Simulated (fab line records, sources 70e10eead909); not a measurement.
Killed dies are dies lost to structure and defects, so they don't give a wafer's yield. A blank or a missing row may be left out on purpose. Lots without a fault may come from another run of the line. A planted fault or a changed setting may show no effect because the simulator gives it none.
One fault seen from 3 desks | flow nand_harc | each desk has only its own numbers; what lay behind them comes last

THE TOOL OWNER'S DESK: rie_si-02
The tool's own readings at NHARC_P_GATE_ETCH_32 (etches the open film in HBr/Cl2, target depth 150 nm, time 100.1 s): means of the sampled wafers that have a number, for each lot that ran on this tool. A lot is out of limits, marked OUT, if its mean lies more than 4 standard deviations from the usual mean; the brackets give that distance.
Columns: A = drypump_motor_current_A at NHARC_P_GATE_ETCH_32, usual 5.7 A; B = oes_product_au at NHARC_P_GATE_ETCH_32, usual 1.005 a.u.; C = throttle_valve_pct at NHARC_P_GATE_ETCH_32, usual 26.406 %
lot  | first seen here | A   | B     | C
L475 | day 5 16:31     | 5.5 | 1.003 | 26.400
L477 | day 6 08:58     | 5.6 | 1.008 | 26.405
L480 | day 7 12:57     | 5.8 | 1.016 | 26.410
L481 | day 8 04:41     | 5.5 | 1.009 | 26.397
L484 | day 9 11:20     | 5.7 | 1.014 | 26.404
L493 | day 13 00:56    | 5.7 | 1.009 | 26.410
This desk's finding: nothing out of limits on any of the 6 lots.

THE DEFECT DESK
What the inspections along the route counted, lot by lot: means of the sampled wafers that have a number. A lot is out of limits, marked OUT, if its mean lies more than 4 standard deviations from the usual mean; the brackets give that distance.
Columns: A = raw_defect_count at NHARC_P_GATE_INSPECT_68, usual 195
lot  | first seen here | A
L475 | day 6 10:23     | 150
L477 | day 7 02:56     | 137
L478 | day 7 03:41     | 161
L479 | day 7 15:56     | 175
L480 | day 8 06:36     | 209
L481 | day 8 22:38     | 288
L482 | day 9 10:02     | 158
L483 | day 9 14:14     | 139
L485 | day 10 05:22    | 191
L484 | day 10 07:20    | 258
L489 | day 12 00:59    | 308
L493 | day 13 18:49    | 504 (+5.0) OUT
This desk's finding: out of limits on L493; first on L493, day 13 18:49 (raw_defect_count at NHARC_P_GATE_INSPECT_68). In limits: L475, L477, L478, L479, L480, L481, L482, L483, L485, L484, L489.

THE METROLOGY DESK
What the gauges read, lot by lot, whatever tool the lot ran on: means of the sampled wafers that have a number. A lot is out of limits, marked OUT, if its mean lies more than 4 standard deviations from the usual mean; the brackets give that distance.
Columns: A = cd_nm at NHARC_P_GATE_CD_MEAS_91, usual 2000.1 nm
lot  | first seen here | A
L475 | day 6 07:15     | 1998.1
L477 | day 6 23:47     | 2001.9
L478 | day 7 00:28     | 1998.4
L479 | day 7 12:51     | 2000.2
L480 | day 8 03:31     | 2000.8
L481 | day 8 19:26     | 1998.8
L482 | day 9 06:58     | 2001.9
L483 | day 9 11:08     | 2001.7
L485 | day 10 02:19    | 1998.8
L484 | day 10 04:15    | 1997.6
L489 | day 11 21:50    | 1999.2
L493 | day 13 15:46    | 1998.1
This desk's finding: nothing out of limits on any of the 12 lots.

PUT TOGETHER
The defect desk could have raised an alarm at day 13 18:49, on L493.
The tool owner's desk saw nothing out of limits.
The metrology desk saw nothing out of limits.
The tool owner's desk has L493 on record, within its limits.
The metrology desk has L493 on record, within its limits.
Of the lots named, all ran NHARC_P_GATE_ETCH_32 on rie_si-02.

WHAT THE SIMULATOR HAD PUT IN
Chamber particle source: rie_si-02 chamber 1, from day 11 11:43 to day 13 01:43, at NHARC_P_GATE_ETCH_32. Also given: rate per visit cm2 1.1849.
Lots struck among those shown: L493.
Hours from the fault's start to each desk's first reading out of limits: the defect desk, 55.
